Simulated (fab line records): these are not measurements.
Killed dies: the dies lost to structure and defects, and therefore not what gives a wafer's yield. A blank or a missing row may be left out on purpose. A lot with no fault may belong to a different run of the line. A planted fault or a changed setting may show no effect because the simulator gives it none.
Comparing a struck lot with a sound one ; flow n5-finfet ; 39 out of 1938 route steps
Sound: the wafers L127.1, L127.3, L127.6. Struck: wafer L119.6; the same lot's L119.4 was not struck, so it is left out; see the end for the cause.
For every step that has rows: the tool of each side, followed by ch and its chambers, followed by its first start. Under that, the readings that differ: sound wafers ; struck wafers ; difference of the means ; sigmas: that difference in standard deviations of wafers without a fault.
alike: words and numbers the same on both sides, and readings whose means are apart by under 2 such deviations; not compared: readings that were withheld, readings missing a value for some wafer, numbers with overlapping values and no deviation given by the record, and bounds like >300 which may hide the same value.
Wherever a step has rows on one side only, a row that says differs or no value, or a row with sigmas, the two part there. Numbers that have no deviation but don't overlap get no sigmas and don't part them. Lack of a reading on every wafer of one side parts them only where that side has two or more wafers.

first, 12 steps without rows for these wafers: N5_SD_EPI_N_ETCH_35 (etches SOC in N2/H2, overetch 108 nm, time 486 s); N5_SD_EPI_N_STRIP_36 (strips in N2/H2); N5_SD_EPI_N_ETCHBACK_44 (etches SiNx in CH3F/O2, stops on SiO2, target depth 14.5 nm); N5_SD_EPI_N_ETCH_45 (etches SiOCN in CH3F/O2, target depth 6 nm); N5_SD_EPI_N_ETCH_16 (etches SiO2 in CHF3/O2, target depth 5 nm); N5_SD_EPI_N_STRIP_47 (strips in CHF3/O2); N5_SD_EPI_N_SD_RECESS_17 (chemistry HBr/Cl2/O2, target depth 41 nm, time 23.7 s, bt time 3 s); N5_SD_EPI_N_STRIP_38 (strips in N2/H2); N5_SD_EPI_N_WET_ETCH_43 (etches SiO2 in dHF, time 14 s, target depth 1.5 nm); N5_SD_EPI_N_STRIP_18 (strips in SPM, time 750 s); N5_SD_EPI_N_SRD_20 (time 30 s); N5_SD_EPI_N_PRECLEAN_48 (cleans in NF3:NH3, afs cycles 2, time 20 s, sublimation time 60 s).
N5_SD_EPI_N_VAPOR_ETCH_50: etches Si in HCl, time 54 s.
  sound on epi-rpcvd-01 ch 0, day 7 10:19; struck on epi-rpcvd-01 ch 0, day 5 01:47
  alike: throttle-valve-pct
then, 24 steps without rows for these wafers: N5_SD_EPI_N_EPI_21 (deposits Si:P, time 690 s); N5_SD_EPI_N_PRECLEAN_24 (cleans in O3/DIW, time 60 s); N5_SD_EPI_N_SRD_25 (time 30 s); N5_SD_EPI_N_PRECLEAN_49 (cleans in NF3:NH3, afs cycles 1, time 20 s, sublimation time 60 s); N5_SD_EPI_N_LINER_46 (material SiNx, target thk 3 nm); N5_SD_EPI_P_COAT_34 (time 60 s, resist thk 350 nm); N5_SD_EPI_P_COAT_35 (time 60 s, resist thk 35 nm); N5_SD_EPI_P_COAT_03 (resist thk 150 nm); N5_SD_EPI_P_EBR_05; N5_SD_EPI_P_SOFTBAKE_04 (time 60 s); N5_SD_EPI_P_EXPOSE_06 (exposes mask SD P BLK, target cd 240 nm); N5_SD_EPI_P_PEB_07 (peb time 60 s); N5_SD_EPI_P_DEVELOP_08 (develop time 30 s); N5_SD_EPI_P_DESCUM_14 (chemistry O2, time 7.9 s); N5_SD_EPI_P_ETCH_36 (etches SiARC in CF4, target depth 45.5 nm, time 75.8 s); N5_SD_EPI_P_ETCH_37 (etches SOC in N2/H2, overetch 108 nm, time 486 s); N5_SD_EPI_P_STRIP_38 (strips in N2/H2); N5_SD_EPI_P_ETCHBACK_46 (etches SiNx in CH3F/O2, stops on SiO2, target depth 17.5 nm); N5_SD_EPI_P_ETCH_47 (etches SiOCN in CH3F/O2, target depth 25 nm); N5_SD_EPI_P_ETCH_16 (etches SiO2 in CHF3/O2, target depth 5 nm); N5_SD_EPI_P_STRIP_50 (strips in CHF3/O2); N5_SD_EPI_P_SD_RECESS_17 (chemistry HBr/Cl2/O2, target depth 39.1 nm, bt time 3 s); N5_SD_EPI_P_WET_ETCH_45 (etches SiO2 in dHF, time 10.7 s, target depth 2 nm, rinse time 30 s); N5_SD_EPI_P_STRIP_40 (strips in N2/H2).
-- record jumps: 5 days separate the struck wafers' starts on either side; left off in module SD_EPI_P, taken up again in module BEOL_M4, whose first shown step is the route's number 1111 --
N5_BEOL_M4_RC_MEAS_101:
  sound on prober-01 ch 0, day 12 04:24; struck on prober-02 ch 0, day 9 18:40
reading;sound;struck;difference;sigmas
DIBL_N (mV/V);37.2 38.2 38.0;31.5;-6.3;-5
ION_N (uA/um);645 659 665;622;-34;-3
ION_P (uA/um);444 447 445;467;+22;+2
REXT_N (ohm.um);77.2 76.7 77.6;95.5;+18.3;+11
VT_P (mV);-257 -257 -256;-249;+8;+2
  alike: DIBL_P, IOFF_N, IOFF_N_85C, IOFF_N_LIN, IOFF_P, SS_N, SS_P, VT_N, VT_N_LVT
-- record jumps: 4 days separate the struck wafers' starts on either side; left off in module BEOL_M4, taken up again in module PASSIVATION, whose first shown step is the route's number 1936 --
N5_PASSIVATION_PROBE_49:
  sound on prober-02, day 16 13:56; struck on prober-02, day 13 20:56
reading;sound;struck;difference;sigmas
killed-at-front-end;46 48 39;23;-21;-2
killed-open;66 84 71;47;-27;-2
sort_bin_5_function (%);4.7 6.0 5.0;3.1;-2.1;-2
sort_bin_8_speed (%);0 0 0;13.31;+13.31;+99 or more
sort-n-pass;1079 1072 1083;956;-122;-6
sort-yield-pct (%);91.4 90.8 91.8;81.0;-10.3;-6
  alike: defect-limited-yield, killed_at_M0_to_M3, killed_at_M4_up, killed-at-contacts, killed-at-other, killed-dies, killed-short, sort_bin_6_memory

== WHERE THEY PART ==
At N5_BEOL_M4_RC_MEAS_101 first; at N5_PASSIVATION_PROBE_49 last (within this record only).

WHY: the cause the simulator had injected
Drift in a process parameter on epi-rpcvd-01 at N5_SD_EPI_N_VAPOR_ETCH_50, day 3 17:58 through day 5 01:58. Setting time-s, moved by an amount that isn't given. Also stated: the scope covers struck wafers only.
